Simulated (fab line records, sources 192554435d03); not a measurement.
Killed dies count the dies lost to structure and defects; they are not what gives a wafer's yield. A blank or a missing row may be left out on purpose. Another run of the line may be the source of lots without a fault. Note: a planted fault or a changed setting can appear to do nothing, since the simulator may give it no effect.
Which tool was responsible?    flow n5_finfet    Sampling: 10 lots, 27 wafers, 2 of 1938 route steps

== WHAT EACH GAUGE READ, for each wafer ==
N5_SD_ACTIVATION_RS_MEAS_03: the measuring method here is four-point-probe.
lot   measured     on             RS_SD_P (ohm/sq)
L470  day 3 19:50  film_metro-01  56.2 57.4 56.8
L477  day 5 10:45  film_metro-02  56.0 56.7
L478  day 5 15:47  film_metro-01  55.5 56.0 55.2
L479  day 5 22:47  film_metro-02  76.2 76.3 76.9
L480  day 6 06:19  film_metro-01  75.1 76.7 76.7
L481  day 6 13:08  film_metro-02  56.6 55.7 55.8
L482  day 6 17:06  film_metro-02  76.6 75.5 74.1
L490  day 8 18:09  film_metro-02  55.7 54.3
L491  day 8 22:47  film_metro-02  56.9 57.0
L492  day 9 06:53  film_metro-02  55.5 56.5 56.4

== EACH LOT AND THE TOOL THAT RAN IT (in order: tool; ch and the chambers of the sampled wafers; start) ==
lot   N5_SD_EPI_P_EPI_21
L470  epi_rpcvd-03 ch 0, day 3 17:21
L477  epi_rpcvd-02 ch 0, day 5 07:56
L478  epi_rpcvd-02 ch 0, day 5 14:01
L479  epi_rpcvd-02 ch 0, day 5 20:17
L480  epi_rpcvd-02 ch 0, day 6 03:30
L481  epi_rpcvd-03 ch 0, day 6 10:40
L482  epi_rpcvd-02 ch 0, day 6 13:31
L490  epi_rpcvd-03 ch 0, day 8 15:58
L491  epi_rpcvd-02 ch 0, day 8 20:40
L492  epi_rpcvd-03 ch 0, day 9 02:58
- N5_SD_EPI_P_EPI_21: deposits SiGe:B, time 355 s.

== THE ANSWER, worked out from the rows above alone ==
Rule: the usual values come from the lots themselves. The widest of any qualifying gaps counts: lots, ordered by their means at a reading, are off when they make up no more than a third of the lots, leave a main group of 4 or more, and stand apart from it by 3 or more times the standard deviation of that group's means. Not used: any main group whose means are identical at the precision the tables above print for the reading. Also off: a lot with no number at a reading for which 4 or more lots have one. Any other lot the step has rows for is counted as sound.
Off: L479, L480, L482, seen at N5_SD_ACTIVATION_RS_MEAS_03 (RS_SD_P). Main group: mean 56.1 ohm/sq, sd 0.63.
A tool fits if, at a process step before that reading, it ran every lot that is off, and no sound lot after the first of them. Those tools and the gauges at N5_SD_ACTIVATION_RS_MEAS_03 are tried in the same way. Of those tried, none fits.

== WHAT THE SIMULATOR PUT IN ==
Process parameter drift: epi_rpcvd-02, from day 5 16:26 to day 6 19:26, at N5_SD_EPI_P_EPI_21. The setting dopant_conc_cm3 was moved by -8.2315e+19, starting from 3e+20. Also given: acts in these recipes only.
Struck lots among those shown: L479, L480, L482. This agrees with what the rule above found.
